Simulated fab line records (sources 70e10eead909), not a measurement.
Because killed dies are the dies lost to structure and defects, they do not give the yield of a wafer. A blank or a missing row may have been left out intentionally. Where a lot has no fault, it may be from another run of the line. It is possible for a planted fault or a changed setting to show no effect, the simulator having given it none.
Struck lot and sound lot, side by side -- flow nand_harc -- 15 out of 1302 route steps
Sound: wafers L199.1, L199.3, L199.5. Struck: wafer L212.5. (L212.1, L212.6 of the same lot were not struck and are left out.) The cause comes at the end.
For every step that has rows: the tool of each side, followed by ch and its chambers, followed by its first start. Under that, the readings that differ: sound wafers -- struck wafers -- difference of the means -- sigmas: that difference in standard deviations of wafers without a fault.
alike: words and numbers the same on both sides, and readings whose means are apart by under 2 such deviations; not compared: readings that were withheld, readings missing a value for some wafer, numbers with overlapping values and no deviation given by the record, and bounds like >300 which may hide the same value.
A row with sigmas, a row that says differs or no value, or rows on one side alone: a step with any of these is where the two part. Non-overlapping numbers with no deviation appear without sigmas and do not part them. Lack of a reading on every wafer of one side parts them only where that side has two or more wafers.

first, 8 steps without rows for these wafers: NHARC_P_M1_HMDS_02 (time 30 s); NHARC_P_M1_COAT_34 (time 65 s); NHARC_P_M1_COAT_03 (resist thk 90 nm); NHARC_P_M1_SOFTBAKE_04 (time 55 s); NHARC_P_M1_EBR_05; NHARC_P_M1_EXPOSE_06 (exposes mask P M1, target cd 130 nm); NHARC_P_M1_PEB_07 (peb time 65 s); NHARC_P_M1_DEVELOP_08 (develop time 35 s).
NHARC_P_M1_CD_MEAS_09 targets a cd of 130 nm.
  sound on cd_sem-01 ch 0, day 8 18:17; struck on cd_sem-01 ch 0, day 14 04:58
  alike: cd_nm
NHARC_P_M1_OVL_MEAS_10: pitch 260 nm.
  sound on overlay-01, day 8 18:23; struck on overlay-02, day 14 05:04
  alike: overlay_x_nm, overlay_y_nm
NHARC_P_M1_INSPECT_11:
  sound on defect_inspect-01, day 8 18:25; struck on defect_inspect-02, day 14 05:06
  alike: raw_defect_count
NHARC_P_M1_DESCUM_14: chemistry O2, time 3 s.
  sound on rie_diel-10 ch 1,3, day 8 18:28; struck on rie_diel-09 ch 0, day 14 05:10
  alike: drypump_motor_current_A, oes_product_au, rf_vpp_V, showerhead_plenum_p_Torr, throttle_valve_pct
  not compared: rf_hours_counter_h
NHARC_P_M1_ETCH_35: etches the open film in N2/H2, target depth 40 nm, overetch 12 nm, time 43.94 s.
  sound on rie_diel-10 ch 0,3, day 8 18:34; struck on rie_diel-09 ch 0, day 14 05:16
reading,sound,struck,difference,sigmas
oes_product_au (a.u.),0.996 1.010 1.000,0.860,-0.142,-15
  alike: bias_w, drypump_motor_current_A, rf_vpp_V, showerhead_plenum_p_Torr, throttle_valve_pct
  not compared: rf_hours_counter_h
NHARC_P_M1_ETCH_15: etches the open film in C4F8/Ar, target depth 182.5 nm, time 91.2 s.
  sound: rie_diel-10 ch 0,3; struck: rie_diel-09 ch 2
reading,sound,struck,difference,sigmas
rf_vpp_V (V),439.3 436.3 437.2,443.2,+5.6,+2
  alike: bias_w, oes_product_au
  not compared: rf_hours_counter_h
-- record jumps: 18 days between struck wafers' starts before vs after; left off in module P_M1, resumes in module END, first step shown is number 1302 of the route --
NHARC_END_SORT_01:
  sound on prober-01 ch 0, day 26 23:23; struck on prober-01 ch 0, day 32 07:28
  alike: defect_limited_yield, killed_at_array, killed_at_other, killed_at_periphery, killed_dies, killed_open, killed_short

## WHERE THEY PART
At NHARC_P_M1_ETCH_35 first; at NHARC_P_M1_ETCH_15 last (within this record only). Later steps at which nothing parts them and some readings are alike: NHARC_END_SORT_01.

WHY: what had been put in by the simulator
rie_diel-09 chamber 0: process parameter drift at NHARC_P_M1_ETCH_35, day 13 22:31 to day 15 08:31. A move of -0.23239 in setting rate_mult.
